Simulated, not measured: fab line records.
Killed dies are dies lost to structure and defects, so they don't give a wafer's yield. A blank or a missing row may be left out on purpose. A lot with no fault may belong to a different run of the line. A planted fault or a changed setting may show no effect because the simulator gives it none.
Matching of chambers :: flow nand-harc :: cmp-02 running NHARC_P_CONTACT_CMP_24: 4 sister chambers
The step polishes, t overpolish 30 s, target thk 200 nm. 4 wafers are shown with their chamber, then 9 later ones without.

WAFERS WITH THEIR CHAMBER
wafer: L087.4
chamber: 0
motor-current-A (A): 11.6

wafer: L087.6
chamber: 1
motor-current-A (A): 11.4

wafer: L090.3
chamber: 3
motor-current-A (A): 11.7

wafer: L090.6
chamber: 2
motor-current-A (A): 9.8

WAFERS WHOSE CHAMBER IS MISSING
wafer: L091.4
motor-current-A (A): 11.7

wafer: L091.5
motor-current-A (A): 11.2

wafer: L091.6
motor-current-A (A): 9.9

wafer: L095.1
motor-current-A (A): 11.5

wafer: L095.3
motor-current-A (A): 11.7

wafer: L095.6
motor-current-A (A): 11.7

wafer: L094.1
motor-current-A (A): 11.5

wafer: L094.2
motor-current-A (A): 10.0

wafer: L094.5
motor-current-A (A): 11.3

THE CHAMBER EACH PASSED THROUGH
wafer: L091.4
from the rows above: can't be placed: 3 or 0
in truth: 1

wafer: L091.5
from the rows above: can't be placed: 1 or 0
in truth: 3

wafer: L091.6
from the rows above: 2
in truth: 2

wafer: L095.1
from the rows above: can't be placed: 0 or 1 or 3
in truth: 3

wafer: L095.3
from the rows above: can't be placed: 3 or 0
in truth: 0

wafer: L095.6
from the rows above: can't be placed: 3 or 0
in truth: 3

wafer: L094.1
from the rows above: can't be placed: 0 or 1 or 3
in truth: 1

wafer: L094.2
from the rows above: 2
in truth: 2

wafer: L094.5
from the rows above: can't be placed: 1 or 0
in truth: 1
Correct placement for 2 of the 9. From these rows, 7 cannot be placed; in 5 the true chamber is one of the candidates. Number placed wrongly: 0.
How it was worked out, from the rows above alone: a wafer's distance from a chamber is the root of the sum, over the readings, of the square of ((its reading less the chamber's mean) divided by the reading's scatter). The wafer belongs to the nearest chamber; if the next one is less than 2 further off, it can't be placed. The mean given for a chamber averages the wafers shown for that chamber. The scatter (one wafer shown for each chamber): square how far every hidden wafer sits from the nearest shown wafer, average those squares and take the square root.
